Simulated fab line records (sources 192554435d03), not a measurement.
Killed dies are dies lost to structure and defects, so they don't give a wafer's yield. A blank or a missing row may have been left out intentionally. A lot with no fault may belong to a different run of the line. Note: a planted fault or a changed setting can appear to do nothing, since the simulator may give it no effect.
Struck lot and sound lot, side by side    flow n5 finfet    37 out of 1938 route steps
Sound: the wafers L538.3, L538.5, L538.6. Wafers L545.2, L545.4, L545.5 were the ones struck. The cause is named last.
At each step with rows: each side's tool, then ch and its chambers, then its first start. Under that, the readings that differ: sound wafers    struck wafers    difference of the means    sigmas: that difference in standard deviations of wafers without a fault.
alike: words and numbers the same on both sides, and readings whose means are apart by under 2 such deviations; not compared: readings that were withheld, readings missing a value for some wafer, numbers with overlapping values and no deviation given by the record, and bounds like >300 which may hide the same value.
The two part at a step that has a row with sigmas, a row that says differs or no value, or rows on one side only. Numbers that don't overlap but have no deviation are shown without sigmas and don't part them. Lack of a reading on every wafer of one side parts them only where that side has two or more wafers.

first, 9 steps without rows for these wafers: N5_WELL_APT_HMDS_18 (time 60 s); N5_WELL_APT_COAT_19 (resist thk 950 nm); N5_WELL_APT_EBR_21; N5_WELL_APT_SOFTBAKE_20 (time 60 s); N5_WELL_APT_EXPOSE_22 (exposes mask PWELL, defocus 0 nm, target cd 200 nm); N5_WELL_APT_PEB_23 (peb time 90 s); N5_WELL_APT_DEVELOP_24 (develop time 45 s); N5_WELL_APT_HARDBAKE_29 (time 120 s); N5_WELL_APT_DESCUM_30 (chemistry O2, time 7.9 s).
N5_WELL_APT_IMPLANT_31:
  sound on implanter-01 ch 0, day 3 21:04; struck on implanter-01 ch 0, day 5 15:51
reading             sound                             struck                           difference  sigmas
dose ions cm2       1.5003e+13 1.5014e+13 1.5047e+13  1.375e+13 1.3774e+13 1.3769e+13  -1.257e+12  -70
faraday current uA  193 194 192                       179 165 174                      -20         -5
  alike: rotation deg, tilt deg
then, 25 steps without rows for these wafers: N5_WELL_APT_IMPLANT_32; N5_WELL_APT_STRIP_33 (strips in SPM, time 900 s); N5_WELL_APT_RTA_34 (time 10 s); N5_WELL_APT_OXIDE_STRIP_42 (strips SiO2 in dHF, time 45 s, target depth 12 nm); N5_WELL_APT_PRECLEAN_36 (cleans in O3/DIW, time 45 s); N5_WELL_APT_PRECLEAN_39 (cleans in dHF, time 60 s); N5_WELL_APT_SRD_37 (time 30 s); N5_WELL_APT_EPI_41 (deposits Si from SiH4/H2, target thk 50 nm, time 297.7 s); N5_PMOS_HMC_CHANNEL_EPI_HM_DEP_34 (deposits SiO2 from TEOS/O2, target thk 36 nm, time 6.9 s); N5_PMOS_HMC_CHANNEL_EPI_COAT_31 (time 60 s, resist thk 66 nm); N5_PMOS_HMC_CHANNEL_EPI_COAT_03 (resist thk 205 nm); N5_PMOS_HMC_CHANNEL_EPI_EBR_05; N5_PMOS_HMC_CHANNEL_EPI_SOFTBAKE_04 (time 60 s); N5_PMOS_HMC_CHANNEL_EPI_EXPOSE_06 (exposes mask PMOS HMC BLK, target cd 240 nm); N5_PMOS_HMC_CHANNEL_EPI_PEB_07 (peb time 60 s); N5_PMOS_HMC_CHANNEL_EPI_DEVELOP_08 (develop time 30 s); N5_PMOS_HMC_CHANNEL_EPI_DESCUM_14 (chemistry O2, time 7.9 s); N5_PMOS_HMC_CHANNEL_EPI_ETCH_32 (etches BARC in N2/H2, stops on SiO2, target depth 85.8 nm, time 50.3 s); N5_PMOS_HMC_CHANNEL_EPI_HM_OPEN_15 (chemistry CHF3/O2, target SiO2, target depth 40.6 nm, time 20.3 s); N5_PMOS_HMC_CHANNEL_EPI_STRIP_33 (strips in N2/H2); N5_PMOS_HMC_CHANNEL_EPI_STRIP_17 (strips in SPM, time 750 s); N5_PMOS_HMC_CHANNEL_EPI_ETCH_38 (etches SiO2 in CF4, target depth 1.5 nm); N5_PMOS_HMC_CHANNEL_EPI_FIN_RECESS_16 (chemistry HBr/Cl2, target Si, target depth 54 nm, time 18 s); N5_PMOS_HMC_CHANNEL_EPI_PRECLEAN_36 (cleans in O3/DIW, time 45 s); N5_PMOS_HMC_CHANNEL_EPI_PRECLEAN_18 (cleans in DHF, time 30 s).
-- record jumps: 6 days separate the struck wafers' starts on either side; left off in module PMOS_HMC_CHANNEL_EPI, taken up again in module BEOL_M4, whose first shown step is the route's number 1111 --
N5_BEOL_M4_RC_MEAS_101:
  sound on prober-02 ch 0, day 9 19:34; struck on prober-01 ch 0, day 11 15:47
reading            sound           struck          difference  sigmas
RS_PWELL (ohm/sq)  2997 2998 3004  3210 3170 3205  +195        +8
  alike: DIBL_N, DIBL_P, IOFF_N, IOFF_P, ION_N, ION_P, SS_N, SS_P, VT_N, VT_P
-- a jump in the record: the struck wafers' starts before and after are 4 days apart (it breaks off in module BEOL_M4 and resumes in module PASSIVATION, where the first step shown is number 1936 of the route) --
N5_PASSIVATION_PROBE_49:
  rows exist in the record for the struck wafers here (prober-02, day 15 15:59), but not for the sound ones

## WHERE THEY PART
Earliest at N5_WELL_APT_IMPLANT_31; latest, in this record, at N5_PASSIVATION_PROBE_49.

WHY: whatever the simulator had introduced
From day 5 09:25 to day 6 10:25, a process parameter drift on implanter-01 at N5_WELL_APT_IMPLANT_31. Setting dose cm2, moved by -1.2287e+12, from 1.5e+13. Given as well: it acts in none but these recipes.
